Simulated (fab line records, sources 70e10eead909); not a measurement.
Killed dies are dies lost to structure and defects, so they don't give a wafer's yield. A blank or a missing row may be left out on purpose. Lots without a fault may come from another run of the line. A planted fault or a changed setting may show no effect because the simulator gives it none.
Which tool did it? | flow nand_harc | 13 lots, 37 wafers sampled, at 5 steps of a route of 1159

WHAT THE GAUGES READ, wafer by wafer
NHARC_P_M0_CD_MEAS_16. Usual: cd_nm 90.0 nm, standard deviation 1.2.
lot  | measured     | on        | cd_nm (nm)     | flag
L729 | day 5 18:46  | cd_sem-01 | 89.7 91.0 89.8 |
L730 | day 6 04:36  | cd_sem-03 | 89.8 89.5 88.7 |
L731 | day 6 05:02  | cd_sem-03 | 90.4 88.1 89.9 |
L732 | day 6 12:38  | cd_sem-02 | 87.7 88.3 89.1 |
L733 | day 6 22:48  | cd_sem-03 | 88.9 90.1 89.1 |
L734 | day 7 06:44  | cd_sem-02 | 89.5 88.8 88.2 |
L735 | day 7 09:51  | cd_sem-03 | 87.6 89.5 89.7 |
L736 | day 7 18:22  | cd_sem-01 | 90.1 90.5 88.9 |
L737 | day 7 19:07  | cd_sem-02 | 91.5 89.4 89.7 |
L738 | day 8 06:54  | cd_sem-01 | 87.8 89.8 91.5 |
L739 | day 8 07:26  | cd_sem-03 | 88.5 90.1 90.7 |
L740 | day 8 21:00  | cd_sem-02 | 90.6 88.6 88.9 |
L745 | day 10 02:37 | cd_sem-03 | 90.4           |

NHARC_END_SORT_01. Usual: killed_at_array 27, standard deviation 9.9; killed_at_other 0.5, standard deviation 0.76; killed_at_periphery 3.4, standard deviation 2.2; killed_dies 31, standard deviation 10; killed_open 3.3, standard deviation 2; killed_short 2.0, standard deviation 1.5.
lot  | measured     | on        | killed_at_array | killed_at_other | killed_at_periphery | killed_dies | killed_open | killed_short | flag
L745 | day 24 17:58 | prober-01 | 34              | 0               | 12                  | 46          | 3           | 2            | OFF

WHICH TOOL RAN EACH LOT (tool, then ch and the chambers of the sampled wafers, then the start)
lot  | NHARC_P_CONTACT_DEGAS_38    | NHARC_P_CONTACT_PRE_CLEAN_39 | NHARC_P_CONTACT_ALD_22
L729 | pvd_sputter-01, day 5 15:33 | pvd_sputter-01, day 5 15:37  | ald_metal-03 ch 1,3, day 5 15:47
L730 | pvd_sputter-03, day 5 21:08 | pvd_sputter-03, day 5 21:13  | ald_metal-03 ch 0,1, day 5 21:23
L731 | pvd_sputter-02, day 5 22:20 | pvd_sputter-02, day 5 22:25  | ald_metal-01 ch 0,2,3, day 5 22:35
L732 | pvd_sputter-01, day 6 09:16 | pvd_sputter-01, day 6 09:18  | ald_metal-03 ch 0,1,2, day 6 09:31
L733 | pvd_sputter-02, day 6 19:43 | pvd_sputter-02, day 6 19:47  | ald_metal-02 ch 1,2,3, day 6 19:58
L734 | pvd_sputter-01, day 6 22:32 | pvd_sputter-01, day 6 22:37  | ald_metal-02 ch 0,1,2, day 6 22:50
L735 | pvd_sputter-03, day 7 06:41 | pvd_sputter-03, day 7 06:44  | ald_metal-01 ch 0,2,3, day 7 06:55
L736 | pvd_sputter-01, day 7 13:25 | pvd_sputter-01, day 7 13:28  | ald_metal-02 ch 1,2, day 7 13:38
L737 | pvd_sputter-03, day 7 14:20 | pvd_sputter-03, day 7 14:24  | ald_metal-03 ch 0,2,3, day 7 14:40
L738 | pvd_sputter-02, day 8 03:45 | pvd_sputter-02, day 8 03:49  | ald_metal-03 ch 1,2,3, day 8 03:59
L739 | pvd_sputter-01, day 8 04:16 | pvd_sputter-01, day 8 04:19  | ald_metal-01 ch 0,1,2, day 8 04:30
L740 | pvd_sputter-01, day 8 18:08 | pvd_sputter-01, day 8 18:11  | ald_metal-03 ch 0,1,2, day 8 18:23
L745 | pvd_sputter-01, day 9 19:59 | pvd_sputter-01, day 9 20:02  | ald_metal-03 ch 3, day 9 20:13
- NHARC_P_CONTACT_DEGAS_38: time 60 s.
- NHARC_P_CONTACT_PRE_CLEAN_39: time 19.5 s.
- NHARC_P_CONTACT_ALD_22: deposits TiN, target thk 3 nm, pulse time 1 s, ald cycles 150.

WHAT THE TOOLS THEMSELVES READ (means of the sampled wafers that have a number; where no wafer has one, the mark that the record gives instead)
NHARC_P_CONTACT_DEGAS_38. Usual: heater_power_w 485 W, standard deviation 31.
lot  | tool           | heater_power_w (W) | flag
L729 | pvd_sputter-01 | 497                |
L730 | pvd_sputter-03 | 457                |
L731 | pvd_sputter-02 | 463                |
L732 | pvd_sputter-01 | 493                |
L733 | pvd_sputter-02 | 490                |
L734 | pvd_sputter-01 | 476                |
L735 | pvd_sputter-03 | 473                |
L736 | pvd_sputter-01 | 505                |
L737 | pvd_sputter-03 | 454                |
L738 | pvd_sputter-02 | 466                |
L739 | pvd_sputter-01 | 502                |
L740 | pvd_sputter-01 | 486                |
L745 | pvd_sputter-01 | 505                |

NHARC_P_CONTACT_ALD_22. Usual: heater_power_w 1067 W, standard deviation 100; precursor_pulse_height_rel 1.000, standard deviation 0.018.
lot  | tool         | heater_power_w (W) | precursor_pulse_height_rel | flag
L729 | ald_metal-03 | 1171               | 0.994                      |
L730 | ald_metal-03 | 1191               | 0.998                      |
L731 | ald_metal-01 | 986                | 1.006                      |
L732 | ald_metal-03 | 1125               | 1.011                      |
L733 | ald_metal-02 | 1060               | 0.990                      |
L734 | ald_metal-02 | 984                | 1.006                      |
L735 | ald_metal-01 | 964                | 1.002                      |
L736 | ald_metal-02 | 995                | 1.014                      |
L737 | ald_metal-03 | 1077               | 1.000                      |
L738 | ald_metal-03 | 1124               | 0.988                      |
L739 | ald_metal-01 | 1007               | 1.002                      |
L740 | ald_metal-03 | 1158               | 1.008                      |
L745 | ald_metal-03 | 1105               | 1.026                      |

THE ANSWER, worked out from the rows above alone
Rule: a lot is off if the mean of its wafers that have a number lies more than 3 standard deviations from the usual mean. A lot without any number at a reading at which 4 lots or more have one is off too. The other lots that the step has rows for count as sound. The gauges are gone through in route order, then the tools' own readings, and for those a lot's mean is taken as printed above. The first step at which some lot is off is used, and at that step the reading that is off furthest; a lot without a number counts as furthest.
Off: L745, at NHARC_END_SORT_01 (killed_at_periphery). Neither off nor sound, because the step has no rows for them: L729, L730, L731, L732, L733, L734, L735, L736, L737, L738, L739, L740.
A tool fits if, at a process step before that reading, it ran every lot that is off, and no sound lot after the first of them. The gauges at NHARC_END_SORT_01 are tried like those tools. Can't be told from this: 3 tools fit, pvd_sputter-01 at NHARC_P_CONTACT_DEGAS_38 and NHARC_P_CONTACT_PRE_CLEAN_39, ald_metal-03 at NHARC_P_CONTACT_ALD_22, prober-01 at NHARC_END_SORT_01.

WHAT THE SIMULATOR HAD PUT IN
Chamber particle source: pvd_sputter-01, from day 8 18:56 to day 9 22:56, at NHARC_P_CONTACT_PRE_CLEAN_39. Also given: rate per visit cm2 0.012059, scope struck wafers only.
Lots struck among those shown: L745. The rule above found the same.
